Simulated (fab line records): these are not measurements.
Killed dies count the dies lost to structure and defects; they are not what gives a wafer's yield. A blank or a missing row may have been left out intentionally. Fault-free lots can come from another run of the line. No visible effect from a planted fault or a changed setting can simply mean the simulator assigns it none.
Chamber matching -- flow nand_harc -- 4 sister chambers for NHARC_P_GATE_DESCUM_61 on rie_diel-04
The step chemistry O2, time 3 s. 30 wafers are shown with their chamber, then 12 later ones without.

WAFERS PAIRED WITH THEIR CHAMBERS
wafer,chamber,showerhead_plenum_p_Torr (Torr),drypump_motor_current_A (A),oes_product_au (a.u.)
L074.1,3,2.01,6.5,0.992
L074.2,0,1.81,4.9,1.003
L074.5,2,1.87,5.7,0.996
L075.1,3,2.01,6.6,0.994
L075.4,3,2.01,6.6,1.010
L075.6,0,1.81,4.8,0.997
L082.1,3,2.01,6.6,1.005
L082.2,0,1.81,4.8,0.976
L082.4,1,1.98,5.7,1.016
L083.1,1,1.98,5.7,1.021
L083.2,3,2.01,6.5,1.013
L083.4,2,1.86,5.8,0.990
L084.4,2,1.86,5.8,0.999
L084.5,2,1.86,5.8,0.998
L084.6,1,1.97,5.7,0.997
L085.1,3,2.01,6.6,1.006
L085.4,1,1.97,5.7,1.002
L085.5,2,1.86,5.8,1.002
L089.1,0,1.81,4.8,0.984
L089.2,2,1.86,5.8,1.001
L089.6,2,1.86,5.8,1.019
L090.1,0,1.81,4.9,0.988
L090.3,3,2.00,6.5,0.993
L090.6,2,1.86,5.8,1.003
L091.4,0,1.81,4.8,0.991
L091.5,0,1.81,4.8,0.988
L091.6,1,1.97,5.7,0.995
L092.1,3,2.00,6.5,0.997
L092.2,1,1.97,5.7,0.995
L092.3,0,1.81,4.8,0.985

SIGNATURES (means of the wafers above)
reading,chamber 0,chamber 1,chamber 2,chamber 3,scatter within a chamber
showerhead_plenum_p_Torr,1.8100,1.9733,1.8613,2.0075,0.00378
drypump_motor_current_A,4.825,5.700,5.787,6.550,0.041
oes_product_au,0.98900,1.00433,1.00100,1.00125,0.00896
Rule: a wafer's distance from a chamber is the root of the sum, over the readings, of the square of ((its reading less the chamber's mean) divided by the reading's scatter). The wafer belongs to the nearest chamber; if the next one is less than 2 further off, it can't be placed. The scatter is the square root of a quotient: the sum, over the shown wafers, of each reading's squared deviation from its chamber's mean, divided by wafers minus chambers.

WAFERS WHOSE CHAMBER IS MISSING
wafer,showerhead_plenum_p_Torr (Torr),drypump_motor_current_A (A),oes_product_au (a.u.)
L093.2,1.81,4.8,0.996
L093.3,2.00,6.5,1.007
L093.6,1.81,4.8,0.989
L095.3,1.86,5.8,1.008
L095.5,1.86,5.8,1.008
L095.6,2.00,6.6,1.005
L096.1,1.86,5.8,0.993
L096.2,1.97,5.7,1.000
L096.3,2.00,6.6,1.008
L097.3,2.00,6.5,0.994
L097.4,1.86,5.8,0.992
L097.6,1.81,4.8,0.992

WHICH CHAMBER EACH ONE RAN IN
wafer,from the rows above,in truth
L093.2,0,0
L093.3,3,3
L093.6,0,0
L095.3,2,2
L095.5,2,2
L095.6,3,3
L096.1,2,2
L096.2,1,1
L096.3,3,3
L097.3,3,3
L097.4,2,2
L097.6,0,0
Correctly placed: 12 of 12. Can't be placed from these rows: 0. 0 placed wrongly.
